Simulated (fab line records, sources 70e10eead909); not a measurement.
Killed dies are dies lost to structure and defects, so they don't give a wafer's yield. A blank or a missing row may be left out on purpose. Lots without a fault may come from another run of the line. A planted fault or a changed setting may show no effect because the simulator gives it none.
A struck lot beside a sound one | flow nand_harc | 15 steps out of a route of 1302
Sound: wafers L350.1, L350.3, L350.6. Struck: wafer L340.3. (L340.6 of the same lot was not struck and is left out.) The cause comes at the end.
At each step with rows: each side's tool, then ch and its chambers, then its first start. Under that, the readings that differ: sound wafers | struck wafers | difference of the means | sigmas: that difference in standard deviations of wafers without a fault.
alike: readings whose means differ by less than 2 such deviations, and words and numbers that are the same on both sides. not compared: withheld readings, readings that some wafer has no value for, bounds like >300 that may hide the same value, and numbers for which the record gives no deviation and whose values overlap.
The two part at a step that has a row with sigmas, a row that says differs or no value, or rows on one side only. Numbers that don't overlap but have no deviation are shown without sigmas and don't part them. A reading that every wafer of one side lacks parts them only if that side has two wafers or more.

NHARC_A_CHANNEL_HOLE_D2_STRIP_28: strips in O2.
  sound on rie_diel-08 ch 0,2,3; struck on rie_diel-08 ch 2
  alike: drypump_motor_current_A, oes_product_au, rf_vpp_V, showerhead_plenum_p_Torr, throttle_valve_pct
  not compared: rf_hours_counter_h
then, 2 steps without rows for these wafers: NHARC_A_CHANNEL_HOLE_D2_PRECLEAN_29 (cleans in SC1); NHARC_A_CHANNEL_HOLE_D2_SRD_30.
NHARC_A_CHANNEL_HOLE_D2_CD_MEAS_31:
  sound on cd_sem-03, day 20 01:19; struck on cd_sem-03, day 14 20:41
  alike: cd_nm
then, 1 step without rows for these wafers: NHARC_A_CHANNEL_HOLE_D2_XSEM_32.
NHARC_A_CHANNEL_HOLE_D2_INSPECT_40:
  sound on defect_inspect-01, day 20 01:30; struck on defect_inspect-02, day 14 20:52
  alike: raw_defect_count
then, 2 steps without rows for these wafers: NHARC_A_CHANNEL_FILL_D2_PRECLEAN_00 (cleans in SC1); NHARC_A_CHANNEL_FILL_D2_SRD_01.
NHARC_A_CHANNEL_FILL_D2_ALD_02: deposits SiO2, target thk 6 nm, pulse time 10 s, ald cycles 60.
  sound on ald_hk-01 ch 1,2,3, day 20 01:46; struck on ald_hk-02 ch 0, day 14 21:35
  alike: heater_power_w, precursor_pulse_height_rel
  not compared: ald_cycles
NHARC_A_CHANNEL_FILL_D2_ALD_03: deposits SiNx, target thk 6 nm, pulse time 60 s, ald cycles 58.
  sound on ald_sin_batch-01 ch 0; struck on ald_sin_batch-01 ch 0
  alike: precursor_pulse_height_rel
  not compared: ald_cycles
NHARC_A_CHANNEL_FILL_D2_ALD_14: deposits SiO2, target thk 2.5 nm, pulse time 10 s, ald cycles 25.
  sound on ald_hk-01 ch 2,3, day 20 07:47; struck on ald_hk-02 ch 3, day 15 04:21
  alike: heater_power_w, precursor_pulse_height_rel
  not compared: ald_cycles
NHARC_A_CHANNEL_FILL_D2_ALD_15: deposits SiNx, target thk 2 nm, pulse time 60 s, ald cycles 19.
  sound on ald_sin_batch-02 ch 0; struck on ald_sin_batch-03 ch 0
  alike: precursor_pulse_height_rel
  not compared: ald_cycles
NHARC_A_CHANNEL_FILL_D2_ALD_16: deposits SiO2, target thk 1.5 nm, pulse time 10 s, ald cycles 15.
  sound on ald_hk-01 ch 1,2,3, day 20 13:13; struck on ald_hk-02 ch 0, day 15 08:29
  reading    | sound    | struck | difference | sigmas
  ald_cycles | 15 15 15 | 20     | +5         |
  alike: heater_power_w, precursor_pulse_height_rel
then, 2 steps without rows for these wafers: NHARC_A_CHANNEL_FILL_D2_ANNEAL_17 (time 1800 s); NHARC_END_SORT_01.

WHERE THEY PART
Nowhere in this record.

WHY: what the simulator had put in
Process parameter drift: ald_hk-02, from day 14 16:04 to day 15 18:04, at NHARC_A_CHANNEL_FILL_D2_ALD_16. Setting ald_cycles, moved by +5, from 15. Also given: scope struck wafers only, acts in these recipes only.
